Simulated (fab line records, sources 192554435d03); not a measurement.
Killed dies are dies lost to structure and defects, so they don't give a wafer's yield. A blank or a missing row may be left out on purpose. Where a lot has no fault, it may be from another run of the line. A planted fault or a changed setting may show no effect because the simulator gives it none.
A struck lot beside a sound one | flow n5 finfet | 36 steps out of a route of 1938
Sound: the wafers L208.3, L208.4, L208.5. Wafers L200.1, L200.4, L200.5 were the ones struck. The cause is given at the end.
Each step with rows lists, per side, the tool, then ch with its chambers, then its first start. Under that, the readings that differ: sound wafers | struck wafers | difference of the means | sigmas: that difference in standard deviations of wafers without a fault.
alike: words and numbers the same on both sides, and readings whose means are apart by under 2 such deviations; not compared: readings that were withheld, readings missing a value for some wafer, numbers with overlapping values and no deviation given by the record, and bounds like >300 which may hide the same value.
Wherever a step has rows on one side only, a row that says differs or no value, or a row with sigmas, the two part there. Numbers that don't overlap but have no deviation are shown without sigmas and don't part them. Lack of a reading on every wafer of one side parts them only where that side has two or more wafers.

first, 9 steps without rows for these wafers: N5_BEOL_M3_ANNEAL_95 (time 240 s); N5_BEOL_M3_SPUTTER_96 (material Cu, target thk 4.5 nm, time 8.29 s); N5_BEOL_M3_ECD_50 (material Cu, target thk 300 nm); N5_BEOL_M3_ANNEAL_51 (time 90 s); N5_BEOL_M3_CMP_52 (polishes, stops on SiOC, t overpolish 6.8 s, target thk 40 nm); N5_BEOL_M3_PRE_CLEAN_60 (time 15 s); N5_BEOL_M3_CO_CAP_55 (material Co, precursor CCTBA/H2, target thk 2 nm, time 102.1 s); N5_BEOL_M3_PRE_CLEAN_56 (time 15 s); N5_BEOL_M3_DEP_57 (deposits SiCN from 3MS/NH3, target thk 8 nm, time 14 s).
N5_BEOL_M4_ILD_DEP_00: deposits SiOC from DEMS/O2, target thk 79 nm, time 15.3 s.
  sound on pecvd-01 ch 1,2, day 15 08:29; struck on pecvd-01 ch 0,2, day 11 18:26
  reading                                      | sound                | struck               | difference | sigmas
  susceptor temp C (C)                         | 350.04 350.26 349.82 | 339.02 338.90 339.15 | -11.02     | -58
  model.SiOC_of_BEOL_M4_ILD_DEP_00.thk nm (nm) | 78.4 79 80           | 80.6 81.6 80.8       | +1.9       |
  alike: heater power w, showerhead plenum p Torr, throttle valve pct
then, 24 steps without rows for these wafers: N5_BEOL_M4_PECVD_72 (deposits SiO2 from TEOS/O2, target thk 16 nm, time 18 s); N5_BEOL_M4_HM_DEP_02 (deposits TiN, target thk 20 nm); N5_BEOL_M4_COAT_61 (time 60 s, resist thk 60 nm); N5_BEOL_M4_COAT_62 (time 60 s, resist thk 12 nm); N5_BEOL_M4_COAT_73 (time 60 s, resist thk 5 nm); N5_BEOL_M4_COAT_05 (resist thk 30 nm); N5_BEOL_M4_EBR_07; N5_BEOL_M4_SOFTBAKE_06 (time 60 s); N5_BEOL_M4_EXPOSE_08 (exposes mask M4); N5_BEOL_M4_PEB_09 (peb time 60 s); N5_BEOL_M4_DEVELOP_10 (develop time 30 s); N5_BEOL_M4_DESCUM_16 (chemistry O2, time 7 s); N5_BEOL_M4_ETCH_74 (etches underlayer in N2/H2, target depth 6.5 nm, time 5.2 s); N5_BEOL_M4_ETCH_63 (etches SiARC in CF4, target depth 15.6 nm, time 26 s); N5_BEOL_M4_ETCH_64 (etches SOC in N2/H2, target depth 75 nm, overetch 22.5 nm, time 121.9 s); N5_BEOL_M4_STRIP_65 (strips in N2/H2); N5_BEOL_M4_STRIP_75 (strips in N2/H2); N5_BEOL_M4_STRIP_66 (strips in CF4); N5_BEOL_M4_HM_OPEN_17 (chemistry Cl2/BCl3, target TiN, target depth 20 nm, overetch 6 nm); N5_BEOL_M4_STRIP_19 (strips in O2); N5_BEOL_M4_COAT_67 (time 60 s, resist thk 60 nm); N5_BEOL_M4_COAT_68 (time 60 s, resist thk 12 nm); N5_BEOL_M4_COAT_76 (time 60 s, resist thk 5 nm); N5_BEOL_M4_COAT_22 (resist thk 30 nm).
N5_BEOL_M4_CMP_52: polishes, stops on SiOC, t overpolish 6.8 s, target thk 40 nm.
  sound on cmp-02 ch 0,1,2, day 16 08:54; struck on cmp-02 ch 0,1,3, day 13 07:08
  reading                                      | sound          | struck         | difference | sigmas
  barrier field endpoint s (s)                 | 24.3 24.0 24.2 | 25.7 25.0 26.5 | +1.6       | +2
  model.SiOC_of_BEOL_M4_ILD_DEP_00.thk nm (nm) | 75.4 76 77     | 77.6 78.6 77.8 | +1.9       |
  alike: motor current A, overpolish run s, time to endpoint s
N5_BEOL_M4_RC_MEAS_101:
  sound on prober-01 ch 0, day 16 09:44; struck on prober-01 ch 0, day 13 07:44
  alike: DIBL_N, DIBL_P, IOFF_N, IOFF_P, ION_N, ION_P, SS_N, SS_P, VT_N, VT_P

WHERE THEY PART
First at N5_BEOL_M4_ILD_DEP_00; last, within this record, at N5_BEOL_M4_CMP_52. Later steps at which nothing parts them and some readings are alike: N5_BEOL_M4_RC_MEAS_101.

WHY: what the simulator had put in
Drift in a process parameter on pecvd-01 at N5_BEOL_M4_ILD_DEP_00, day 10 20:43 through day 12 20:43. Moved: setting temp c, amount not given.
